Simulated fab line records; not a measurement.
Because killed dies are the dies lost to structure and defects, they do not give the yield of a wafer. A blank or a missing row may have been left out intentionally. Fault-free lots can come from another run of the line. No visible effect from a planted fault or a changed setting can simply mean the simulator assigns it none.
Chamber matching :: flow n5 finfet :: N5_HKMG_FIN_HK_ALD_01 on ald hk-01 has 4 sister chambers
The step deposits HfO2, target thk 1.6 nm, pulse time 3 s, purge time 3 s. 4 wafers are shown with their chamber, then 12 later ones without.

== WAFERS WITH THEIR CHAMBER ==
wafer: L084.1
chamber: 1
precursor pulse height rel: 0.973

wafer: L085.1
chamber: 3
precursor pulse height rel: 0.951

wafer: L085.2
chamber: 0
precursor pulse height rel: 1.032

wafer: L085.3
chamber: 2
precursor pulse height rel: 1.022

== WAFERS MISSING THEIR CHAMBER ==
wafer: L090.1
precursor pulse height rel: 1.003

wafer: L090.3
precursor pulse height rel: 1.025

wafer: L090.4
precursor pulse height rel: 0.990

wafer: L091.1
precursor pulse height rel: 0.968

wafer: L091.2
precursor pulse height rel: 0.979

wafer: L091.6
precursor pulse height rel: 1.006

wafer: L094.3
precursor pulse height rel: 1.000

wafer: L094.4
precursor pulse height rel: 0.985

wafer: L094.5
precursor pulse height rel: 1.014

wafer: L095.1
precursor pulse height rel: 0.993

wafer: L095.2
precursor pulse height rel: 1.026

wafer: L095.6
precursor pulse height rel: 1.000

== THE CHAMBER EACH PASSED THROUGH ==
wafer: L090.1
from the rows above: can't be placed: 2 or 0 or 1
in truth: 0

wafer: L090.3
from the rows above: can't be placed: 2 or 0
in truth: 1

wafer: L090.4
from the rows above: can't be placed: 1 or 2 or 3 or 0
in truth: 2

wafer: L091.1
from the rows above: can't be placed: 1 or 3
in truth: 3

wafer: L091.2
from the rows above: can't be placed: 1 or 3
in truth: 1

wafer: L091.6
from the rows above: can't be placed: 2 or 0 or 1
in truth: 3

wafer: L094.3
from the rows above: can't be placed: 2 or 1 or 0 or 3
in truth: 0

wafer: L094.4
from the rows above: can't be placed: 1 or 3 or 2
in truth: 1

wafer: L094.5
from the rows above: can't be placed: 2 or 0
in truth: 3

wafer: L095.1
from the rows above: can't be placed: 1 or 2 or 0 or 3
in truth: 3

wafer: L095.2
from the rows above: can't be placed: 2 or 0
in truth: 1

wafer: L095.6
from the rows above: can't be placed: 2 or 1 or 0 or 3
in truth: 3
0 of 12 placed correctly. Unplaceable from these rows: 12, with the true chamber sitting among the candidates in 8. Placed wrongly: 0.
How it was worked out, from the rows above alone: a wafer's distance from a chamber is the root of the sum, over the readings, of the square of ((its reading less the chamber's mean) divided by the reading's scatter). The wafer belongs to the nearest chamber; if the next one is less than 2 further off, it can't be placed. A chamber's mean is the mean of its shown wafers. The scatter: root of mean squared gap, hidden wafer to nearest shown wafer, with one shown wafer a chamber.
